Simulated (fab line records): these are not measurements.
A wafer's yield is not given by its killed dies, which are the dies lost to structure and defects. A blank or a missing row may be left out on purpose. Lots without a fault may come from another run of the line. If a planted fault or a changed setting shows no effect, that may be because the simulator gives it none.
Matching of chambers    flow nandHarc    NHARC_A_CONTACT_ETCH_110 on rieDiel-12 has 4 sister chambers
The step etches the open film in CF4/O2, target depth 60 nm, overetch 6 nm, time 33 s. 18 wafers are shown with their chamber, then 9 later ones without.

== WAFERS PAIRED WITH THEIR CHAMBERS ==
wafer   chamber  showerheadPlenumPTorr (Torr)  drypumpMotorCurrentA (A)  rfVppV (V)
L077.1  0        1.39                          5.3                       197.7
L077.3  2        1.25                          5.1                       196.1
L077.6  2        1.25                          5.1                       194.8
L078.3  2        1.25                          5.1                       196.6
L078.4  1        1.40                          5.9                       198.7
L078.6  3        1.39                          6.3                       198.6
L080.3  3        1.39                          6.3                       200.5
L080.4  1        1.40                          5.9                       201.5
L080.5  2        1.25                          5.0                       197.4
L081.1  3        1.39                          6.3                       198.7
L081.2  1        1.40                          5.9                       200.5
L081.6  1        1.40                          5.9                       198.1
L083.3  0        1.38                          5.3                       198.7
L083.4  3        1.39                          6.3                       197.9
L083.5  3        1.39                          6.3                       199.5
L089.2  2        1.25                          5.0                       195.9
L089.4  1        1.40                          5.9                       198.6
L089.6  2        1.25                          5.1                       194.4

SIGNATURES, as means of the wafers listed above
reading                chamber 0  chamber 1  chamber 2  chamber 3  scatter within a chamber
showerheadPlenumPTorr  1.3850     1.4000     1.2500     1.3900     0.00189
drypumpMotorCurrentA   5.300      5.900      5.067      6.300      0.0309
rfVppV                 198.200    199.480    195.867    199.040    1.17
Rule: for a wafer and a chamber, the distance is found by dividing, reading by reading, the gap between the wafer's reading and the chamber's mean by the reading's scatter, squaring, summing and taking the root. If the next closest chamber is less than 2 further off than the closest, the wafer can't be placed; otherwise it belongs to the closest. The scatter: the root of (the sum of the squares of (reading less its chamber's mean) over the shown wafers, divided by (wafers less chambers)).

== WAFERS MISSING THEIR CHAMBER ==
wafer   showerheadPlenumPTorr (Torr)  drypumpMotorCurrentA (A)  rfVppV (V)
L090.1  1.25                          5.0                       196.9
L090.3  1.38                          5.3                       199.2
L090.6  1.40                          5.9                       199.1
L093.1  1.40                          5.9                       199.2
L093.3  1.39                          6.3                       200.0
L093.6  1.40                          5.9                       200.4
L097.1  1.24                          5.1                       195.3
L097.3  1.40                          5.9                       198.4
L097.5  1.24                          5.1                       195.0

== WHICH CHAMBER EACH ONE RAN IN ==
wafer   from the rows above  in truth
L090.1  2                    2
L090.3  0                    0
L090.6  1                    1
L093.1  1                    1
L093.3  3                    3
L093.6  1                    1
L097.1  2                    2
L097.3  1                    1
L097.5  2                    2
Correctly placed: 9 of 9. Can't be placed from these rows: 0. Placed wrongly: 0.
